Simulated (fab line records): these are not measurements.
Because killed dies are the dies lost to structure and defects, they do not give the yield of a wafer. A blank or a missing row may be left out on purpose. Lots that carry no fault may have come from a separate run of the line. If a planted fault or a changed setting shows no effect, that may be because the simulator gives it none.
Which tool is to blame?	flow nand_harc	63 wafers from 21 lots sampled at 6 of the route's 1302 steps

== WHAT THE GAUGES SHOWED, per wafer ==
Not one reading of a measure or inspect step in the record can be checked against a usual standard deviation.

== WHAT TOOL EACH LOT RAN ON (gives the tool, then ch and the chambers of the sampled wafers, and finally the start) ==
lot	NHARC_A_CHANNEL_FILL_D2_ALD_14	NHARC_A_CHANNEL_FILL_D2_STRIP_28	NHARC_A_CHANNEL_FILL_D2_RTA_24	NHARC_A_STAIRCASE_DESCUM_168	NHARC_A_STAIRCASE_DESCUM_11	NHARC_A_STAIRCASE_TRIM_14
L074	ald_hk-03 ch 0,2,3, day 14 02:10	rie_diel-03 ch 1,2, day 14 19:01	rtp_anneal-02 ch 0, day 15 19:32	rie_diel-05 ch 2,3, day 15 20:47	rie_diel-10 ch 2,3, day 15 22:31	rie_diel-10 ch 0,1,3, no start
L075	ald_hk-04 ch 0,1,2, day 14 02:13	rie_diel-08 ch 0,2, day 14 18:59	rtp_anneal-01 ch 0, day 15 19:36	rie_diel-10 ch 1,3, day 15 20:56	rie_diel-05 ch 0,1,3, day 15 22:47	rie_diel-05 ch 0,2,3, no start
L076	ald_hk-02 ch 1,2,3, day 14 16:59	rie_diel-06 ch 1,2,3, day 15 09:38	rtp_anneal-02 ch 0, day 16 09:24	rie_diel-05 ch 0,1,3, day 16 10:37	rie_diel-10 ch 0,1,3, day 16 12:25	rie_diel-10 ch 1,2,3, no start
L077	ald_hk-03 ch 0,1,3, day 14 22:45	rie_diel-08 ch 0,3, day 15 16:30	rtp_anneal-02 ch 0, day 16 15:30	rie_diel-01 ch 0,1, day 16 16:57	rie_diel-05 ch 1,2,3, day 16 18:40	rie_diel-05 ch 0,1, no start
L078	ald_hk-04 ch 0,1, day 15 11:53	rie_diel-08 ch 0,1,2, day 16 07:35	rtp_anneal-02 ch 0, day 17 07:13	rie_diel-01 ch 0,2,3, day 17 08:43	rie_diel-01 ch 2,3, day 17 10:32	rie_diel-01 ch 0,2,3, no start
L079	ald_hk-04 ch 2,3, day 15 16:56	rie_diel-03 ch 0,1,2, day 16 07:36	rtp_anneal-02 ch 0, day 17 06:59	rie_diel-10 ch 2,3, day 17 08:25	rie_diel-05 ch 1,2,3, day 17 10:21	rie_diel-05 ch 1,2,3, no start
L080	ald_hk-03 ch 0,2,3, day 16 05:21	rie_diel-03 ch 1,2, day 16 22:10	rtp_anneal-01 ch 0, day 17 21:46	rie_diel-10 ch 0,1,3, day 17 22:54	rie_diel-10 ch 0,1,2, day 18 00:46	rie_diel-10 ch 0,1,2, no start
L081	ald_hk-02 ch 0,1,3, day 16 09:43	rie_diel-06 ch 1,3, day 17 03:52	rtp_anneal-02 ch 0, day 18 05:24	rie_diel-10 ch 1,2,3, day 18 06:47	rie_diel-05 ch 1,2, day 18 08:40	rie_diel-05 ch 1,2, no start
L082	ald_hk-02 ch 0,1,2, day 17 07:14	rie_diel-06 ch 0,1,2, day 18 03:30	rtp_anneal-01 ch 0, day 19 02:49	rie_diel-10 ch 0,2,3, day 19 03:58	rie_diel-05 ch 0,2,3, day 19 06:27	rie_diel-05 ch 0,1,2, no start
L083	ald_hk-02 ch 1,2,3, day 17 15:13	rie_diel-06 ch 1,2, day 18 08:27	rtp_anneal-01 ch 0, day 19 09:26	rie_diel-10 ch 1,2,3, day 19 10:41	rie_diel-10 ch 1,2,3, day 19 12:34	rie_diel-10 ch 2,3, no start
L084	ald_hk-03 ch 0,2,3, day 18 04:37	rie_diel-06 ch 1,2,3, day 18 22:30	rtp_anneal-01 ch 0, day 19 22:35	rie_diel-05 ch 1,3, day 19 23:49	rie_diel-10 ch 2,3, day 20 01:39	rie_diel-10 ch 1,2,3, no start
L085	ald_hk-02 ch 0,2, day 18 10:25	rie_diel-06 ch 0,3, day 19 04:18	rtp_anneal-02 ch 0, day 20 04:22	rie_diel-05 ch 0,1, day 20 05:35	rie_diel-10 ch 0,1,3, day 20 07:47	rie_diel-10 ch 0,3, no start
L086	ald_hk-04 ch 1,2,3, day 18 10:25	rie_diel-03 ch 1,2,3, day 19 04:18	rtp_anneal-01 ch 0, day 20 04:20	rie_diel-01 ch 1,2,3, day 20 05:45	rie_diel-05 ch 0,2,3, day 20 08:00	rie_diel-05 ch 1,2,3, no start
L087	ald_hk-02 ch 0,1, day 19 02:53	rie_diel-08 ch 2,3, day 19 19:45	rtp_anneal-01 ch 0, day 20 19:28	rie_diel-01 ch 0,1,2, day 20 20:39	rie_diel-10 ch 0,1,3, day 20 22:39	rie_diel-10 ch 1,2,3, no start
L088	ald_hk-03 ch 0,1,3, day 20 00:27	rie_diel-06 ch 0,1,2, day 20 18:16	rtp_anneal-02 ch 0, day 21 18:56	rie_diel-05 ch 0,1,3, day 21 20:10	rie_diel-05 ch 0,1,3, day 21 21:53	rie_diel-05 ch 0,2,3, no start
L090	ald_hk-03 ch 0,2,3, day 20 22:38	rie_diel-06 ch 1,2,3, day 21 15:45	rtp_anneal-01 ch 0, day 22 15:55	rie_diel-01 ch 0,2,3, day 22 17:12	rie_diel-10 ch 1,2,3, day 22 19:08	rie_diel-10 ch 1,2,3, no start
L094	ald_hk-04 ch 1,2,3, day 22 06:35	rie_diel-08 ch 0,1,2, day 22 23:58	rtp_anneal-01 ch 0, day 23 23:10	rie_diel-01 ch 1,2,3, day 24 00:24	rie_diel-01 ch 0,1,2, day 24 02:14	rie_diel-01 ch 1,3, no start
L095	ald_hk-04 ch 0,2, day 22 06:49	rie_diel-06 ch 0,1,3, day 22 23:58	rtp_anneal-02 ch 0, day 23 23:03	rie_diel-05 ch 0,3, day 24 00:10	rie_diel-05 ch 0,1,2, day 24 01:59	rie_diel-05 ch 0,2,3, no start
L096	ald_hk-03 ch 0,1,2, day 22 12:35	rie_diel-06 ch 0,1,2, day 23 05:26	rtp_anneal-02 ch 0, day 24 05:10	rie_diel-10 ch 1,3, day 24 06:17	rie_diel-10 ch 0,2,3, day 24 08:17	rie_diel-10 ch 0,1,3, no start
L093	ald_hk-02 ch 0,1,3, day 22 12:41	rie_diel-08 ch 0,1,3, day 23 05:26	rtp_anneal-02 ch 0, day 24 04:59	rie_diel-10 ch 0,1,3, day 24 06:16	rie_diel-05 ch 2,3, day 24 08:07	rie_diel-05 ch 0,2,3, no start
L097	ald_hk-03 ch 0,1,2, day 23 20:37	rie_diel-08 ch 0,1,3, day 24 13:08	rtp_anneal-01 ch 0, day 25 12:47	rie_diel-10 ch 0,1,2, day 25 14:19	rie_diel-10 ch 0,2,3, day 25 16:11	rie_diel-10 ch 0,2,3, no start
- NHARC_A_CHANNEL_FILL_D2_ALD_14: deposits SiO2, target thk 2.5 nm, pulse time 10 s, ald cycles 25.
- NHARC_A_CHANNEL_FILL_D2_STRIP_28: strips in O2, time 20 s.
- NHARC_A_CHANNEL_FILL_D2_RTA_24: time 5 s.
- NHARC_A_STAIRCASE_DESCUM_168: chemistry O2, time 3 s.
- NHARC_A_STAIRCASE_DESCUM_11: chemistry O2, time 3 s.
- NHARC_A_STAIRCASE_TRIM_14: chemistry O2, time 211.2 s.

== AS READ BY THE TOOLS THEMSELVES (means over the sampled wafers that have a number; for cases with no such wafer, the mark the record gives instead) ==
NHARC_A_CHANNEL_FILL_D2_ALD_14. Usual: heater_power_w 486 W, standard deviation 46; precursor_pulse_height_rel 0.999, standard deviation 0.02.
lot	tool	heater_power_w (W)	precursor_pulse_height_rel	flag
L074	ald_hk-03	511	1.014	
L075	ald_hk-04	466	0.987	
L076	ald_hk-02	466	1.000	
L077	ald_hk-03	523	0.990	
L078	ald_hk-04	458	1.019	
L079	ald_hk-04	525	1.014	
L080	ald_hk-03	519	1.007	
L081	ald_hk-02	468	0.999	
L082	ald_hk-02	434	1.002	
L083	ald_hk-02	452	0.995	
L084	ald_hk-03	515	0.993	
L085	ald_hk-02	395	1.007	
L086	ald_hk-04	522	1.027	
L087	ald_hk-02	458	0.992	
L088	ald_hk-03	511	0.987	
L090	ald_hk-03	517	1.010	
L094	ald_hk-04	533	0.976	
L095	ald_hk-04	472	0.991	
L096	ald_hk-03	492	1.021	
L093	ald_hk-02	468	0.979	
L097	ald_hk-03	489	0.978	

NHARC_A_CHANNEL_FILL_D2_STRIP_28. Usual: drypump_motor_current_A 5.8 A, standard deviation 0.33; oes_product_au 0.999 a.u., standard deviation 0.0083; rf_vpp_V 57.7 V, standard deviation 0.95; showerhead_plenum_p_Torr 3.47 Torr, standard deviation 0.16; throttle_valve_pct 17.035 %, standard deviation 0.0097.
lot	tool	drypump_motor_current_A (A)	oes_product_au (a.u.)	rf_vpp_V (V)	showerhead_plenum_p_Torr (Torr)	throttle_valve_pct (%)	flag
L074	rie_diel-03	6.3	1.001	57.7	3.59	17.031	
L075	rie_diel-08	5.6	1.004	57.4	3.39	17.042	
L076	rie_diel-06	5.6	0.997	57.7	3.53	17.040	
L077	rie_diel-08	6.0	0.995	57.5	3.50	17.042	
L078	rie_diel-08	5.8	1.006	58.0	3.46	17.029	
L079	rie_diel-03	6.0	0.994	56.5	3.46	17.033	
L080	rie_diel-03	6.1	1.000	56.8	3.46	17.035	
L081	rie_diel-06	5.6	1.000	58.1	3.44	17.035	
L082	rie_diel-06	5.8	0.997	57.7	3.52	17.031	
L083	rie_diel-06	5.9	1.003	57.5	3.68	17.038	
L084	rie_diel-06	5.7	0.992	57.8	3.53	17.027	
L085	rie_diel-06	5.5	0.987	57.3	3.32	17.042	
L086	rie_diel-03	6.2	0.994	57.6	3.58	17.044	
L087	rie_diel-08	5.6	1.002	57.2	3.39	17.035	
L088	rie_diel-06	5.8	0.999	57.7	3.52	17.036	
L090	rie_diel-06	5.7	0.997	58.3	3.53	17.035	
L094	rie_diel-08	5.8	1.001	57.2	3.46	17.030	
L095	rie_diel-06	5.5	0.991	56.6	3.38	17.035	
L096	rie_diel-06	5.8	0.993	57.4	3.52	17.040	
L093	rie_diel-08	5.9	1.005	57.9	3.50	17.031	
L097	rie_diel-08	5.9	1.004	56.9	3.50	17.033	

NHARC_A_CHANNEL_FILL_D2_RTA_24. Usual: lamp_power_pct 31.2 %, standard deviation 1.8; lamp_zone_1_pct 31.2 %, standard deviation 1.8; lamp_zone_4_pct 31.2 %, standard deviation 1.8; lamp_zone_6_pct 31.1 %, standard deviation 1.8; wafer_temp_C_max 1005.7, standard deviation 2.
lot	tool	lamp_power_pct (%)	lamp_zone_1_pct (%)	lamp_zone_4_pct (%)	lamp_zone_6_pct (%)	wafer_temp_C_max	flag
L074	rtp_anneal-02	32.7	32.8	32.7	32.7	1004.7	
L075	rtp_anneal-01	29.1	29.0	29.0	29.0	1008.4	
L076	rtp_anneal-02	32.8	32.8	32.8	32.7	1004.4	
L077	rtp_anneal-02	32.7	32.7	32.8	32.7	1005.0	
L078	rtp_anneal-02	32.8	32.8	32.8	32.7	1004.7	
L079	rtp_anneal-02	32.8	32.8	32.8	32.8	1004.9	
L080	rtp_anneal-01	29.0	29.0	29.0	28.9	1006.6	
L081	rtp_anneal-02	32.8	32.8	32.8	32.7	1004.8	
L082	rtp_anneal-01	29.0	29.0	29.0	29.0	1008.0	
L083	rtp_anneal-01	29.0	29.0	29.0	28.9	1007.9	
L084	rtp_anneal-01	29.0	29.0	29.0	29.0	1007.7	
L085	rtp_anneal-02	32.8	32.8	32.8	32.7	1003.5	
L086	rtp_anneal-01	29.1	29.1	29.0	29.0	1008.7	
L087	rtp_anneal-01	29.1	29.1	29.1	29.0	1008.5	
L088	rtp_anneal-02	32.7	32.7	32.8	32.7	1004.7	
L090	rtp_anneal-01	29.0	29.0	29.0	29.0	1008.6	
L094	rtp_anneal-01	29.0	29.0	29.0	29.0	1009.8	
L095	rtp_anneal-02	32.8	32.8	32.8	32.7	1004.6	
L096	rtp_anneal-02	32.8	32.7	32.7	32.7	1005.5	
L093	rtp_anneal-02	32.7	32.8	32.8	32.7	1004.4	
L097	rtp_anneal-01	29.1	29.1	29.0	29.0	1006.5	

NHARC_A_STAIRCASE_DESCUM_168. Usual: drypump_motor_current_A 5.6 A, standard deviation 0.47; oes_product_au 1.004 a.u., standard deviation 0.0072; rf_vpp_V 57.9 V, standard deviation 0.95; showerhead_plenum_p_Torr 1.93 Torr, standard deviation 0.075; throttle_valve_pct 11.311 %, standard deviation 0.01.
lot	tool	drypump_motor_current_A (A)	oes_product_au (a.u.)	rf_vpp_V (V)	showerhead_plenum_p_Torr (Torr)	throttle_valve_pct (%)	flag
L074	rie_diel-05	5.1	1.004	57.3	1.91	11.325	
L075	rie_diel-10	6.0	1.004	57.2	1.89	11.306	
L076	rie_diel-05	5.5	1.010	58.2	1.87	11.312	
L077	rie_diel-01	5.9	1.005	58.6	2.01	11.310	
L078	rie_diel-01	5.6	1.013	58.0	1.94	11.301	
L079	rie_diel-10	5.8	0.993	58.2	1.91	11.320	
L080	rie_diel-10	5.8	1.004	57.9	1.91	11.308	
L081	rie_diel-10	6.0	0.995	57.9	1.94	11.320	
L082	rie_diel-10	5.6	1.006	57.6	1.93	11.318	
L083	rie_diel-10	6.0	1.003	58.5	1.94	11.304	
L084	rie_diel-05	5.5	1.002	57.7	1.83	11.313	
L085	rie_diel-05	5.5	1.006	58.5	1.90	11.312	
L086	rie_diel-01	5.8	1.011	57.7	1.96	11.309	
L087	rie_diel-01	5.7	1.006	57.6	1.96	11.308	
L088	rie_diel-05	5.6	0.996	58.4	1.86	11.309	
L090	rie_diel-01	5.6	1.007	58.2	1.93	11.304	
L094	rie_diel-01	5.8	1.002	58.5	1.95	11.305	
L095	rie_diel-05	5.3	1.003	58.6	1.90	11.300	
L096	rie_diel-10	6.0	1.013	57.0	1.87	11.314	
L093	rie_diel-10	5.8	1.009	57.7	1.90	11.317	
L097	rie_diel-10	5.7	1.008	58.0	1.95	11.316	

NHARC_A_STAIRCASE_DESCUM_11. Usual: drypump_motor_current_A 5.6 A, standard deviation 0.48; oes_product_au 1.002 a.u., standard deviation 0.0075; rf_vpp_V 57.8 V, standard deviation 0.85; showerhead_plenum_p_Torr 1.92 Torr, standard deviation 0.078; throttle_valve_pct 11.310 %, standard deviation 0.0092.
lot	tool	drypump_motor_current_A (A)	oes_product_au (a.u.)	rf_vpp_V (V)	showerhead_plenum_p_Torr (Torr)	throttle_valve_pct (%)	flag
L074	rie_diel-10	5.8	1.001	58.6	1.97	11.306	
L075	rie_diel-05	5.5	0.999	57.8	1.87	11.314	
L076	rie_diel-10	5.7	0.997	57.8	1.92	11.309	
L077	rie_diel-05	5.4	1.005	57.0	1.89	11.308	
L078	rie_diel-01	5.6	1.008	58.0	1.94	11.305	
L079	rie_diel-05	5.4	1.006	57.7	1.89	11.309	
L080	rie_diel-10	5.7	0.999	58.4	1.97	11.304	
L081	rie_diel-05	5.2	0.998	58.0	1.95	11.312	
L082	rie_diel-05	5.2	0.995	57.8	1.94	11.308	
L083	rie_diel-10	6.0	1.004	58.0	1.94	11.305	
L084	rie_diel-10	5.8	1.001	58.5	1.96	11.308	
L085	rie_diel-10	5.8	1.005	57.2	1.91	11.308	
L086	rie_diel-05	5.2	1.005	58.3	1.94	11.308	
L087	rie_diel-10	5.8	1.004	57.9	1.91	11.310	
L088	rie_diel-05	5.6	1.007	56.9	1.86	11.315	
L090	rie_diel-10	6.0	1.002	58.0	1.93	11.305	
L094	rie_diel-01	5.7	1.007	58.5	1.95	11.305	
L095	rie_diel-05	5.4	0.995	57.2	1.91	11.318	
L096	rie_diel-10	5.5	1.012	57.8	1.92	11.316	
L093	rie_diel-05	5.2	0.991	57.5	1.89	11.313	
L097	rie_diel-10	5.6	1.006	57.1	1.92	11.313	

NHARC_A_STAIRCASE_TRIM_14. Usual: drypump_motor_current_A 5.6 A, standard deviation 0.5; oes_product_au 1.002 a.u., standard deviation 0.0078; rf_vpp_V 57.8 V, standard deviation 0.93; showerhead_plenum_p_Torr 3.54 Torr, standard deviation 0.13; throttle_valve_pct 17.035 %, standard deviation 0.01.
lot	tool	drypump_motor_current_A (A)	oes_product_au (a.u.)	rf_vpp_V (V)	showerhead_plenum_p_Torr (Torr)	throttle_valve_pct (%)	flag
L074	rie_diel-10	5.7	0.983	58.2	3.54	17.047	
L075	rie_diel-05	5.2	1.003	57.8	3.58	17.040	
L076	rie_diel-10	6.0	0.995	57.5	3.59	17.045	
L077	rie_diel-05	5.6	0.996	57.8	3.51	17.025	
L078	rie_diel-01	5.6	1.004	57.5	3.58	17.025	
L079	rie_diel-05	5.4	1.011	57.4	3.49	17.039	
L080	rie_diel-10	5.7	0.997	57.6	3.63	17.035	
L081	rie_diel-05	5.7	1.003	57.9	3.46	17.031	
L082	rie_diel-05	5.4	0.999	57.2	3.54	17.025	
L083	rie_diel-10	5.8	1.006	57.8	3.61	17.027	
L084	rie_diel-10	6.0	1.007	58.4	3.57	17.027	
L085	rie_diel-10	5.3	0.998	57.8	3.51	17.033	
L086	rie_diel-05	5.4	1.003	58.2	3.48	17.031	
L087	rie_diel-10	6.0	1.007	56.7	3.57	17.045	
L088	rie_diel-05	5.2	1.000	57.6	3.56	17.035	
L090	rie_diel-10	6.1	0.997	57.6	3.56	17.033	
L094	rie_diel-01	6.0	0.998	58.6	3.67	17.040	
L095	rie_diel-05	5.2	0.998	58.4	3.55	17.023	
L096	rie_diel-10	5.8	1.008	56.5	3.50	17.041	
L093	rie_diel-05	5.2	1.000	57.7	3.55	17.032	
L097	rie_diel-10	5.6	1.000	57.9	3.53	17.045	

== THE ANSWER, worked out from the rows above alone ==
Rule: lot off if the mean of its wafers having a number is beyond 3 standard deviations from the usual mean. Also off: a lot with no number at a reading for which 4 or more lots have one. All remaining lots with rows at the step are treated as sound. Order of review: gauges by route order, followed by the tools' own readings, for which a lot's mean as printed above is used. The first step at which some lot is off is used, and at that step the reading that is off furthest; a lot without a number counts as furthest.
None of the lots is off at any reading shown; this tells nothing.

== WHAT THE SIMULATOR PUT IN ==
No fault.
